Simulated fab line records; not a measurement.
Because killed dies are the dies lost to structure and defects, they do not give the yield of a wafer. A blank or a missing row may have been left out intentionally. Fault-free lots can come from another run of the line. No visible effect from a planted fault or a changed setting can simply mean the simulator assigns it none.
fab line records -- flow n5_finfet
[record] lots = 7, wafers = 39
route steps=1938 shown BEOL_M5@1160 BEOL_M8@1332
start_h: hours from the record's opening day to when the first of the lot's shown wafers began -- wait_h: how many hours have passed since the lot's step before this one -- " the same as in the row above -- L1.1+2: a single row standing in for several wafers -- - no value, or no start given -- * or withheld: withheld -- < > ~ a bound
route shown NAME@n: a module of which the file shows steps, and the number in the route of the first -- usual: mean and standard deviation over wafers with no fault -- same: alike in all rows -- chamber/n: place in a boat -- sites: per-site readings -- _std_site: standard deviation of those values -- _edge_site: inner sites' mean taken away from outer sites' mean -- radius_mm: for every site, how far away it sits from the centre of the wafer -- mask NAME#n: copy n -- behind: tool/chamber where the wafer was last shaped -- hold: what put the lot on hold/how long, in hours/how the hold closed -- device: transistor that didn't switch, given as n, p or np -- end of line: the same wafers' tests at the end of the route -- a step without rows: its recipe alone -- killed: the dies lost at the first sort to structure and to defects; this is not the yield of the wafer -- map: the dies of a wafer, with x for killed, . for not killed, _ for no die there
set.NAME: the run value of the setting; set.NAME@STEP: its run value at that earlier step -- model.NAME: the simulator's own value behind a step, which no gauge read
lots run with intentionally changed settings; tables by step, rows by wafer
[[steps]]
[step N5_BEOL_M5_TRENCH_ETCH_37]
[recipe] chemistry = C4F6/O2, target_depth_a = 716.52, target = SiCOH_lowk, time_s = 24.7, ion_energy_ev = 250, pressure_mtorr = 30, source_w = 345, bias_w = 185, Ar_flow_sccm = 300, C4F6_flow_sccm = 10, O2_flow_sccm = 10
lot.wafer,tool,chamber,start_h,wait_h,set.time_s,model.BEOL_M5.feature_depth_nm,model.etch.depth_nm,model.TiN_of_BEOL_M5_HM_DEP_02.thk_nm
L075.1,rie_diel-04,2,-,-,35.84,105.6,105.7,16.6
L075.2,rie_diel-04,3,-,-,24.7,71.2,71.19,17.8
L075.3,rie_diel-04,1,-,-,35.84,102,102,16.8
L075.4,rie_diel-04,2,-,-,24.7,72,72.08,17.8
L075.5,rie_diel-04,3,-,-,24.7,71.4,71.39,17.8
L075.6,rie_diel-04,1,-,-,35.84,102.6,102.6,17
L080.1,rie_diel-01,2,-,-,34.31,96.4,96.33,17.6
L080.2,rie_diel-01,1,-,-,24.7,71,70.91,18
L080.3,rie_diel-01,0,-,-,34.31,99.4,99.35,17.6
L080.4,rie_diel-01,3,-,-,34.31,101.6,101.5,17.4
L080.5,rie_diel-01,1,-,-,24.7,70.4,70.38,18.2
L080.6,rie_diel-01,2,-,-,24.7,69.8,69.7,18.4
L081.1,rie_diel-03,0,-,-,24.7,71,71.08,18
L081.2,rie_diel-03,3,-,-,24.7,73.6,73.59,18
L081.3,rie_diel-03,1,-,-,24.7,69.8,69.87,17.8
L081.4,rie_diel-03,2,-,-,24.7,70.2,70.15,18
L081.5,rie_diel-03,1,-,-,24.7,70.6,70.65,17.8
L081.6,rie_diel-03,0,-,-,24.7,71.8,71.82,18
L082.1,rie_diel-04,1,-,-,24.7,71.4,71.37,17.8
L082.2,rie_diel-04,2,-,-,34.27,101.8,101.7,17.4
L082.3,rie_diel-04,3,-,-,34.27,100.2,100.2,16.8
L082.4,rie_diel-04,0,-,-,24.7,70.8,70.85,18.2
L082.5,rie_diel-04,0,-,-,24.7,72.4,72.41,18
L082.6,rie_diel-04,1,-,-,34.27,98.8,98.78,17.2
L086.1,rie_diel-01,3,-,-,24.7,74.2,74.29,18
L086.2,rie_diel-01,1,-,-,24.7,70.8,70.86,17.6
L086.4,rie_diel-01,0,-,-,24.7,72.4,72.5,18
L088.1,rie_diel-04,3,-,-,24.7,71.8,71.74,18.4
L088.2,rie_diel-04,1,-,-,24.7,70.6,70.58,17.8
L088.3,rie_diel-04,0,-,-,24.7,70.2,70.28,18.4
L088.4,rie_diel-04,2,-,-,24.7,73,72.99,18.2
L088.5,rie_diel-04,0,-,-,24.7,70.6,70.52,18
L088.6,rie_diel-04,1,-,-,24.7,69.8,69.7,18.2
L095.1,rie_diel-03,3,-,-,10.87,32,31.95,19.4
L095.2,rie_diel-03,1,-,-,24.7,68.4,68.39,18
L095.3,rie_diel-03,0,-,-,10.87,31,30.92,18.8
L095.4,rie_diel-03,2,-,-,10.87,30.4,30.38,19.2
L095.5,rie_diel-03,1,-,-,24.7,68.8,68.77,18
L095.6,rie_diel-03,0,-,-,24.7,71,71.09,17.6
[step N5_BEOL_M5_ETCH_41]
[recipe] chemistry = CH3F/O2, target = SiCN, target_depth_a = 315, taper_deg = 2, time_s = 56.7, ion_energy_ev = 120, mask_material = TiN, pressure_mtorr = 30, source_w = 395, bias_w = 75, Ar_flow_sccm = 150, CH3F_flow_sccm = 30, O2_flow_sccm = 20
[step N5_BEOL_M5_STRIP_91]
[recipe] chemistry = N2/H2, time_s = 10, power_w = 450, temp_c = 40, pressure_mtorr = 20, rf_frequency_hz = 6e+07, bias_power_w = 7, n2_flow_sccm = 200, h2_flow_sccm = 200
[step N5_BEOL_M5_OCD_MEAS_38]
[usual] trench_depth_nm = 71.2/1.6
lot.wafer,tool,chamber,start_h,wait_h,set.time_s@BEOL_M5_TRENCH_ETCH_37,trench_depth_nm
L075.1,ocd-02,-,210.37,-,35.84,105.3
L075.2,ocd-02,-,210.37,-,24.7,71.0
L075.3,ocd-02,-,210.37,-,35.84,102.1
L075.4,ocd-02,-,210.37,-,24.7,72.3
L075.5,ocd-02,-,210.37,-,24.7,71.6
L075.6,ocd-02,-,210.37,-,35.84,102.8
L080.1,ocd-01,-,243.98,-,34.31,96.2
L080.2,ocd-01,-,243.98,-,24.7,70.5
L080.3,ocd-01,-,243.98,-,34.31,99.1
L080.4,ocd-01,-,243.98,-,34.31,101.6
L080.5,ocd-01,-,243.98,-,24.7,70.7
L080.6,ocd-01,-,243.98,-,24.7,69.8
L081.1,ocd-02,-,247.40,-,24.7,70.8
L081.2,ocd-02,-,247.40,-,24.7,73.5
L081.3,ocd-02,-,247.40,-,24.7,69.7
L081.4,ocd-02,-,247.40,-,24.7,70.2
L081.5,ocd-02,-,247.40,-,24.7,70.5
L081.6,ocd-02,-,247.40,-,24.7,72.0
L082.1,ocd-01,-,251.77,-,24.7,71.3
L082.2,ocd-01,-,251.77,-,34.27,101.5
L082.3,ocd-01,-,251.77,-,34.27,100.4
L082.4,ocd-01,-,251.77,-,24.7,71.3
L082.5,ocd-01,-,251.77,-,24.7,72.6
L082.6,ocd-01,-,251.77,-,34.27,98.8
L086.1,ocd-02,-,286.35,-,24.7,74.8
L086.2,ocd-02,-,286.35,-,24.7,71.1
L086.4,ocd-02,-,286.35,-,24.7,72.4
L088.1,ocd-01,-,291.42,-,24.7,71.6
L088.2,ocd-01,-,291.42,-,24.7,70.9
L088.3,ocd-01,-,291.42,-,24.7,70.2
L088.4,ocd-01,-,291.42,-,24.7,73.6
L088.5,ocd-01,-,291.42,-,24.7,70.7
L088.6,ocd-01,-,291.42,-,24.7,69.5
L095.1,ocd-01,-,324.21,-,10.87,32.1
L095.2,ocd-01,-,324.21,-,24.7,68.3
L095.3,ocd-01,-,324.21,-,10.87,31.5
L095.4,ocd-01,-,324.21,-,10.87,30.6
L095.5,ocd-01,-,324.21,-,24.7,68.9
L095.6,ocd-01,-,324.21,-,24.7,71.1
[step N5_BEOL_M5_HM_STRIP_39]
[recipe] chemistry = peroxide_tin_strip, material = TiN, target_depth_a = 250, temp_c = 50, time_s = 158
[step N5_BEOL_M5_SRD_40]
[recipe] time_s = 30, temp_c = 23, rinse_liquid = diw, dry = ipa_marangoni
[step N5_BEOL_M5_ECD_50]
[recipe] material = Cu, target_thk_a = 3000
[step N5_BEOL_M5_ANNEAL_51]
[recipe] temp_c = 225, time_s = 90, ambient = N2
[step N5_BEOL_M5_CMP_52]
[recipe] stop_on = SiCOH_lowk, t_overpolish_s = 6.9, down_force_psi = 1, platen_rpm = 50, clearing_platen_down_force_psi = 1.5, clearing_platen_rpm = 50, post_cmp_clean = cu_alkaline, target_thk_nm = 62, clearing_platen_pad_velocity_m_s = 0.99484, pad_velocity_m_s = 0.99484
lot.wafer,tool,chamber,start_h,wait_h,set.time_s@BEOL_M5_TRENCH_ETCH_37,model.Cu_of_BEOL_M5_ECD_50.thk_nm
L075.2,cmp-02,2,216.54,0.2,24.7,61.8
L075.1,cmp-02,3,216.54,0.2,35.84,96
L075.4,cmp-02,0,216.54,0.2,24.7,62.8
L075.3,cmp-02,1,216.54,0.2,35.84,91.2
L075.6,cmp-02,2,216.54,0.2,35.84,92.6
L075.5,cmp-02,3,216.54,0.2,24.7,62.2
L080.3,cmp-01,1,250.19,0.2,34.31,91.4
L080.1,cmp-01,2,250.19,0.2,34.31,88.2
L080.2,cmp-01,3,250.19,0.2,24.7,64.2
L080.4,cmp-01,0,250.19,0.2,34.31,91.8
L080.5,cmp-01,1,250.19,0.2,24.7,61.4
L080.6,cmp-01,2,250.19,0.2,24.7,61.2
L081.2,cmp-01,1,253.62,0.2,24.7,62
L081.1,cmp-01,2,253.62,0.2,24.7,59.4
L081.3,cmp-01,3,253.62,0.2,24.7,59.6
L081.4,cmp-01,0,253.62,0.2,24.7,59.2
L081.5,cmp-01,1,253.62,0.2,24.7,58.8
L081.6,cmp-01,2,253.62,0.2,24.7,61.2
L082.1,cmp-01,1,257.99,0.3,24.7,59.8
L082.2,cmp-01,2,257.99,0.3,34.27,92
L082.3,cmp-01,3,257.99,0.3,34.27,90.6
L082.4,cmp-01,0,257.99,0.3,24.7,60.6
L082.6,cmp-01,1,257.99,0.3,34.27,88
L082.5,cmp-01,2,257.99,0.3,24.7,62.2
L086.1,cmp-02,1,292.81,0.3,24.7,65.4
L086.4,cmp-02,2,292.81,0.3,24.7,63.6
L086.2,cmp-02,3,292.81,0.3,24.7,63
L088.2,cmp-01,3,300.19,0.2,24.7,62
L088.1,cmp-01,0,300.19,0.2,24.7,62.4
L088.4,cmp-01,1,300.19,0.2,24.7,62.6
L088.3,cmp-01,2,300.19,0.2,24.7,61.2
L088.5,cmp-01,3,300.19,0.2,24.7,61
L088.6,cmp-01,0,300.19,0.2,24.7,60
L095.2,cmp-04,3,331.11,0.2,24.7,58.6
L095.3,cmp-04,0,331.11,0.2,10.87,22.4
L095.4,cmp-04,1,331.11,0.2,10.87,20.4
L095.1,cmp-04,2,331.11,0.2,10.87,21.4
L095.6,cmp-04,3,331.11,0.2,24.7,61.4
L095.5,cmp-04,0,331.11,0.2,24.7,59.2
[step N5_BEOL_M5_THK_MEAS_53]
[recipe] thk_meas_gauge = xrf, reads = Cu_of_BEOL_M5_ECD_50
[usual] M5_THK = 61.0/1.8
lot.wafer,tool,chamber,start_h,wait_h,set.time_s@BEOL_M5_TRENCH_ETCH_37,M5_THK[nm]
L075.1,film_metro-01,-,216.84,-,35.84,95.4
L075.2,film_metro-01,-,216.84,-,24.7,61.6
L075.3,film_metro-01,-,216.84,-,35.84,90.7
L075.4,film_metro-01,-,216.84,-,24.7,62.6
L075.5,film_metro-01,-,216.84,-,24.7,62.1
L075.6,film_metro-01,-,216.84,-,35.84,92.4
L080.1,film_metro-02,-,250.49,-,34.31,86.5
L080.2,film_metro-02,-,250.49,-,24.7,62.7
L080.3,film_metro-02,-,250.49,-,34.31,89.7
L080.4,film_metro-02,-,250.49,-,34.31,89.5
L080.5,film_metro-02,-,250.49,-,24.7,60.1
L080.6,film_metro-02,-,250.49,-,24.7,59.7
L081.1,film_metro-01,-,253.92,-,24.7,58.8
L081.2,film_metro-01,-,253.92,-,24.7,61.3
L081.3,film_metro-01,-,253.92,-,24.7,58.7
L081.4,film_metro-01,-,253.92,-,24.7,58.3
L081.5,film_metro-01,-,253.92,-,24.7,58.0
L081.6,film_metro-01,-,253.92,-,24.7,60.3
L082.1,film_metro-02,-,258.28,-,24.7,59.0
L082.2,film_metro-02,-,258.28,-,34.27,90.7
L082.3,film_metro-02,-,258.28,-,34.27,88.9
L082.4,film_metro-02,-,258.28,-,24.7,59.9
L082.5,film_metro-02,-,258.28,-,24.7,61.5
L082.6,film_metro-02,-,258.28,-,34.27,87.3
L086.1,film_metro-02,-,293.06,-,24.7,64.9
L086.2,film_metro-02,-,293.06,-,24.7,62.7
L086.4,film_metro-02,-,293.06,-,24.7,63.0
L088.1,film_metro-01,-,300.49,-,24.7,62.1
L088.2,film_metro-01,-,300.49,-,24.7,61.6
L088.3,film_metro-01,-,300.49,-,24.7,60.7
L088.4,film_metro-01,-,300.49,-,24.7,62.1
L088.5,film_metro-01,-,300.49,-,24.7,60.6
L088.6,film_metro-01,-,300.49,-,24.7,60.0
L095.1,film_metro-01,-,331.40,-,10.87,21.4
L095.2,film_metro-01,-,331.40,-,24.7,58.6
L095.3,film_metro-01,-,331.40,-,10.87,22.3
L095.4,film_metro-01,-,331.40,-,10.87,20.4
L095.5,film_metro-01,-,331.40,-,24.7,59.2
L095.6,film_metro-01,-,331.40,-,24.7,61.4
[step N5_BEOL_M5_PRE_CLEAN_77]
[recipe] gas = NH3/H2, time_s = 15, temp_c = *, rf_power_w = 300
[step N5_BEOL_M5_CO_CAP_78]
[recipe] material = Co, target_thk_a = 20, temp_c = 200, precursor = CCTBA/H2, pressure_torr = 30, time_s = 102.1
[step N5_BEOL_M5_PRE_CLEAN_55]
[recipe] gas = NH3, time_s = 15, temp_c = withheld, rf_power_w = 300
[step N5_BEOL_M5_DEP_56]
[recipe] material = SiCN, target_thk_a = 80, temp_c = withheld, precursor = 3MS/NH3, pressure_torr = 3, rf_w = 202, time_s = 14
[step N5_BEOL_M5_RS_MEAS_57]
[recipe] thk_meas_gauge = four-point-probe, reads = Co_of_BEOL_M5_CO_CAP_78+Cu_of_BEOL_M5_ECD_50+Co_of_BEOL_M5_CVD_47+TaN_of_BEOL_M5_ALD_86
[usual] M5_RS = 0.391/0.013
lot.wafer,tool,chamber,start_h,wait_h,set.time_s@BEOL_M5_TRENCH_ETCH_37,M5_RS[ohm/sq]
L075.1,film_metro-02,-,217.10,0.0,35.84,0.231
L075.2,film_metro-02,-,217.10,0.0,24.7,0.388
L075.3,film_metro-02,-,217.10,0.0,35.84,0.245
L075.4,film_metro-02,-,217.10,0.0,24.7,0.380
L075.5,film_metro-02,-,217.10,0.0,24.7,0.386
L075.6,film_metro-02,-,217.10,0.0,35.84,0.241
L080.1,film_metro-01,-,250.78,0.1,34.31,0.255
L080.2,film_metro-01,-,250.78,0.1,24.7,0.371
L080.3,film_metro-01,-,250.78,0.1,34.31,0.245
L080.4,film_metro-01,-,250.78,0.1,34.31,0.244
L080.5,film_metro-01,-,250.78,0.1,24.7,0.393
L080.6,film_metro-01,-,250.78,0.1,24.7,0.393
L081.1,film_metro-02,-,254.18,0.0,24.7,0.408
L081.2,film_metro-02,-,254.18,0.0,24.7,0.387
L081.3,film_metro-02,-,254.18,0.0,24.7,0.407
L081.4,film_metro-02,-,254.18,0.0,24.7,0.409
L081.5,film_metro-02,-,254.18,0.0,24.7,0.413
L081.6,film_metro-02,-,254.18,0.0,24.7,0.394
L082.1,film_metro-02,-,258.54,0.0,24.7,0.404
L082.2,film_metro-02,-,258.54,0.0,34.27,0.244
L082.3,film_metro-02,-,258.54,0.0,34.27,0.248
L082.4,film_metro-02,-,258.54,0.0,24.7,0.398
L082.5,film_metro-02,-,258.54,0.0,24.7,0.384
L082.6,film_metro-02,-,258.54,0.0,34.27,0.255
L086.1,film_metro-02,-,293.32,0.0,24.7,0.363
L086.2,film_metro-02,-,293.32,0.0,24.7,0.380
L086.4,film_metro-02,-,293.32,0.0,24.7,0.375
L088.1,film_metro-02,-,300.75,0.0,24.7,0.384
L088.2,film_metro-02,-,300.75,0.0,24.7,0.387
L088.3,film_metro-02,-,300.75,0.0,24.7,0.394
L088.4,film_metro-02,-,300.75,0.0,24.7,0.383
L088.5,film_metro-02,-,300.75,0.0,24.7,0.395
L088.6,film_metro-02,-,300.75,0.0,24.7,0.401
L095.1,film_metro-01,-,331.66,0.0,10.87,1.537
L095.2,film_metro-01,-,331.66,0.0,24.7,0.415
L095.3,film_metro-01,-,331.66,0.0,10.87,1.455
L095.4,film_metro-01,-,331.66,0.0,10.87,1.644
L095.5,film_metro-01,-,331.66,0.0,24.7,0.409
L095.6,film_metro-01,-,331.66,0.0,24.7,0.392
[step N5_BEOL_M8_ILD_DEP_00]
[recipe] material = SiCOH_lowk, target_thk_a = 1797.5, temp_c = 300, precursor = DEMS/porogen, pressure_torr = 5, rf_w = 500, time_s = 33.4
lot.wafer,tool,chamber,start_h,wait_h,set.target_thk_a,model.SiCOH_lowk_of_BEOL_M8_ILD_DEP_00.thk_nm
L075.1,pecvd-01,1,235.90,0.0,2275,226.6
L075.2,pecvd-01,0,235.90,0.0,2275,227
L075.3,pecvd-01,1,235.90,0.0,2275,228.8
L075.4,pecvd-01,0,235.90,0.0,1797.5,183
L075.5+6,pecvd-01,"1,0",235.90,0.0,1797.5,182.6
L080.1,pecvd-03,2,265.97,0.0,1361,134.4
L080.2,pecvd-03,1,265.97,0.0,1797.5,176.2
L080.3,pecvd-03,0,265.97,0.0,1361,135.6
L080.4,pecvd-03,2,265.97,0.0,1797.5,181.4
L080.5,pecvd-03,1,265.97,0.0,1361,135.4
L080.6,pecvd-03,0,265.97,0.0,1797.5,181.8
L081.1,pecvd-04,2,269.79,0.0,1286,129.2
L081.2,pecvd-04,0,269.79,0.0,1286,130.6
L081.3,pecvd-04,1,269.79,0.0,1286,131.2
L081.4,pecvd-04,2,269.79,0.0,1797.5,182.6
L081.5,pecvd-04,1,269.79,0.0,1797.5,183.8
L081.6,pecvd-04,0,269.79,0.0,1797.5,185.2
L082.1,pecvd-04,2,279.10,0.0,1797.5,177.2
L082.2,pecvd-04,1,279.10,0.0,2478,247.4
L082.3+4,pecvd-04,"0,2",279.10,0.0,2478,249.2
L082.5,pecvd-04,0,279.10,0.0,1797.5,184.4
L082.6,pecvd-04,1,279.10,0.0,1797.5,184
L086.1,pecvd-04,0,312.11,0.0,1797.5,182.4
L086.2,pecvd-04,2,312.11,0.0,1797.5,179.6
L086.4,pecvd-04,0,312.11,0.0,1797.5,182.8
L088.1,pecvd-01,1,320.69,0.0,1797.5,176.4
L088.2+3,pecvd-01,"2,0",320.69,0.0,2078,206.8
L088.4,pecvd-01,1,320.69,0.0,1797.5,180.8
L088.5,pecvd-01,2,320.69,0.0,1797.5,182
L088.6,pecvd-01,0,320.69,0.0,2078,209
L095.1,pecvd-03,2,348.02,0.0,1797.5,179.2
L095.2,pecvd-03,1,348.02,0.0,2705,270.2
L095.3,pecvd-03,0,348.02,0.0,2705,269.8
L095.4,pecvd-03,0,348.02,0.0,1797.5,182.8
L095.5,pecvd-03,2,348.02,0.0,2705,273.2
L095.6,pecvd-03,1,348.02,0.0,1797.5,181
[step N5_BEOL_M8_CURE_74]
[recipe] temp_c = 385, time_s = 240, ambient = He/Ar, material = SiCOH_lowk
lot.wafer,tool,chamber,start_h,wait_h,set.target_thk_a@BEOL_M8_ILD_DEP_00,model.SiCOH_lowk_of_BEOL_M8_ILD_DEP_00.thk_nm
L075.1,uv_cure-03,2,235.99,0.1,2275,196
L075.2,uv_cure-03,2,235.99,0.1,2275,196.2
L075.3,uv_cure-03,2,235.99,0.1,2275,197.8
L075.4,uv_cure-03,2,235.99,0.1,1797.5,157.8
L075.5,uv_cure-03,2,235.99,0.1,1797.5,157.6
L075.6,uv_cure-03,2,235.99,0.1,1797.5,157.4
L080.1,uv_cure-02,1,267.10,1.1,1361,115.6
L080.2,uv_cure-02,1,267.10,1.1,1797.5,152
L080.3,uv_cure-02,1,267.10,1.1,1361,116.6
L080.4,uv_cure-02,1,267.10,1.1,1797.5,156.4
L080.5,uv_cure-02,1,267.10,1.1,1361,116.4
L080.6,uv_cure-02,1,267.10,1.1,1797.5,156.8
L081.1,uv_cure-02,0,269.85,0.0,1286,111
L081.2,uv_cure-02,0,269.85,0.0,1286,112.2
L081.3,uv_cure-02,0,269.85,0.0,1286,112.8
L081.4,uv_cure-02,0,269.85,0.0,1797.5,157.4
L081.5,uv_cure-02,0,269.85,0.0,1797.5,158.6
L081.6,uv_cure-02,0,269.85,0.0,1797.5,159.8
L082.1,uv_cure-01,2,279.16,0.0,1797.5,152.8
L082.2,uv_cure-01,2,279.16,0.0,2478,214.2
L082.3+4,uv_cure-01,2,279.16,0.0,2478,215.8
L082.5,uv_cure-01,2,279.16,0.0,1797.5,159
L082.6,uv_cure-01,2,279.16,0.0,1797.5,158.6
L086.1,uv_cure-01,2,312.17,0.0,1797.5,157.2
L086.2,uv_cure-01,2,312.17,0.0,1797.5,155
L086.4,uv_cure-01,2,312.17,0.0,1797.5,157.8
L088.1,uv_cure-03,0,320.75,0.0,1797.5,152
L088.2+3,uv_cure-03,0,320.75,0.0,2078,178.6
L088.4,uv_cure-03,0,320.75,0.0,1797.5,155.8
L088.5,uv_cure-03,0,320.75,0.0,1797.5,157
L088.6,uv_cure-03,0,320.75,0.0,2078,180.4
L095.1,uv_cure-03,0,348.09,0.0,1797.5,154.6
L095.2,uv_cure-03,0,348.09,0.0,2705,234.2
L095.3,uv_cure-03,0,348.09,0.0,2705,233.8
L095.4,uv_cure-03,0,348.09,0.0,1797.5,157.6
L095.5,uv_cure-03,0,348.09,0.0,2705,236.8
L095.6,uv_cure-03,0,348.09,0.0,1797.5,156.2
[step N5_BEOL_M8_THK_MEAS_01]
[recipe] reads = SiCOH_lowk_of_BEOL_M8_ILD_DEP_00
[usual] M8_ILD_THK = 155.7/1.9
lot.wafer,tool,chamber,start_h,wait_h,set.target_thk_a@BEOL_M8_ILD_DEP_00,M8_ILD_THK[nm]
L075.1,film_metro-01,-,236.50,0.4,2275,196.0
L075.2,film_metro-01,-,236.50,0.4,2275,196.3
L075.3,film_metro-01,-,236.50,0.4,2275,197.8
L075.4,film_metro-01,-,236.50,0.4,1797.5,157.8
L075.5,film_metro-01,-,236.50,0.4,1797.5,157.6
L075.6,film_metro-01,-,236.50,0.4,1797.5,157.4
L080.1,film_metro-02,-,267.62,0.4,1361,115.5
L080.2,film_metro-02,-,267.62,0.4,1797.5,152.0
L080.3,film_metro-02,-,267.62,0.4,1361,116.7
L080.4,film_metro-02,-,267.62,0.4,1797.5,156.4
L080.5,film_metro-02,-,267.62,0.4,1361,116.3
L080.6,film_metro-02,-,267.62,0.4,1797.5,156.6
L081.1,film_metro-02,-,270.36,0.4,1286,111.0
L081.2,film_metro-02,-,270.36,0.4,1286,112.2
L081.3,film_metro-02,-,270.36,0.4,1286,112.7
L081.4,film_metro-02,-,270.36,0.4,1797.5,157.4
L081.5,film_metro-02,-,270.36,0.4,1797.5,158.6
L081.6,film_metro-02,-,270.36,0.4,1797.5,159.6
L082.1,film_metro-02,-,279.67,0.4,1797.5,152.8
L082.2,film_metro-02,-,279.67,0.4,2478,213.9
L082.3,film_metro-02,-,279.67,0.4,2478,216.1
L082.4,film_metro-02,-,279.67,0.4,2478,215.8
L082.5,film_metro-02,-,279.67,0.4,1797.5,158.9
L082.6,film_metro-02,-,279.67,0.4,1797.5,158.6
L086.1,film_metro-02,-,312.69,0.4,1797.5,157.3
L086.2,film_metro-02,-,312.69,0.4,1797.5,154.9
L086.4,film_metro-02,-,312.69,0.4,1797.5,157.7
L088.1,film_metro-01,-,321.26,0.4,1797.5,152.1
L088.2,film_metro-01,-,321.26,0.4,2078,178.4
L088.3,film_metro-01,-,321.26,0.4,2078,178.6
L088.4,film_metro-01,-,321.26,0.4,1797.5,155.9
L088.5,film_metro-01,-,321.26,0.4,1797.5,157.2
L088.6,film_metro-01,-,321.26,0.4,2078,180.5
L095.1,film_metro-01,-,348.60,0.4,1797.5,154.6
L095.2,film_metro-01,-,348.60,0.4,2705,234.3
L095.3,film_metro-01,-,348.60,0.4,2705,233.8
L095.4,film_metro-01,-,348.60,0.4,1797.5,157.5
L095.5,film_metro-01,-,348.60,0.4,2705,237.0
L095.6,film_metro-01,-,348.60,0.4,1797.5,156.1
[[key]]
[split] step = N5_BEOL_M5_TRENCH_ETCH_37, setting = time_s, stated = 24.7, by = wafer
[response] step = N5_BEOL_M5_TRENCH_ETCH_37, reading = model.BEOL_M5.feature_depth_nm, change = +0.71, per = 1%, r = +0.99
[response] step = N5_BEOL_M5_TRENCH_ETCH_37, reading = model.etch.depth_nm, change = +0.71, per = 1%, r = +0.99
[response] step = N5_BEOL_M5_TRENCH_ETCH_37, reading = model.TiN_of_BEOL_M5_HM_DEP_02.thk_nm, change = -0.0214, per = 1%, r = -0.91
[response] step = N5_BEOL_M5_OCD_MEAS_38, reading = trench_depth_nm, change = +0.707, per = 1%, r = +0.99
[response] step = N5_BEOL_M5_CMP_52, reading = model.Cu_of_BEOL_M5_ECD_50.thk_nm, change = +0.706, per = 1%, r = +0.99
[response] step = N5_BEOL_M5_THK_MEAS_53, reading = M5_THK, change = +0.7, per = 1%, r = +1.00
[response] step = N5_BEOL_M5_RS_MEAS_57, reading = M5_RS, shape = bent, at_lowest = 1.545, at_stated = 0.392, at_highest = 0.239
[split] step = N5_BEOL_M8_ILD_DEP_00, setting = target_thk_a, stated = 1797.5, by = wafer
[response] step = N5_BEOL_M8_ILD_DEP_00, reading = model.SiCOH_lowk_of_BEOL_M8_ILD_DEP_00.thk_nm, change = +1.79, per = 1%, r = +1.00
[response] step = N5_BEOL_M8_CURE_74, reading = model.SiCOH_lowk_of_BEOL_M8_ILD_DEP_00.thk_nm, change = +1.56, per = 1%, r = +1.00
[response] step = N5_BEOL_M8_THK_MEAS_01, reading = M8_ILD_THK, change = +1.56, per = 1%, r = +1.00
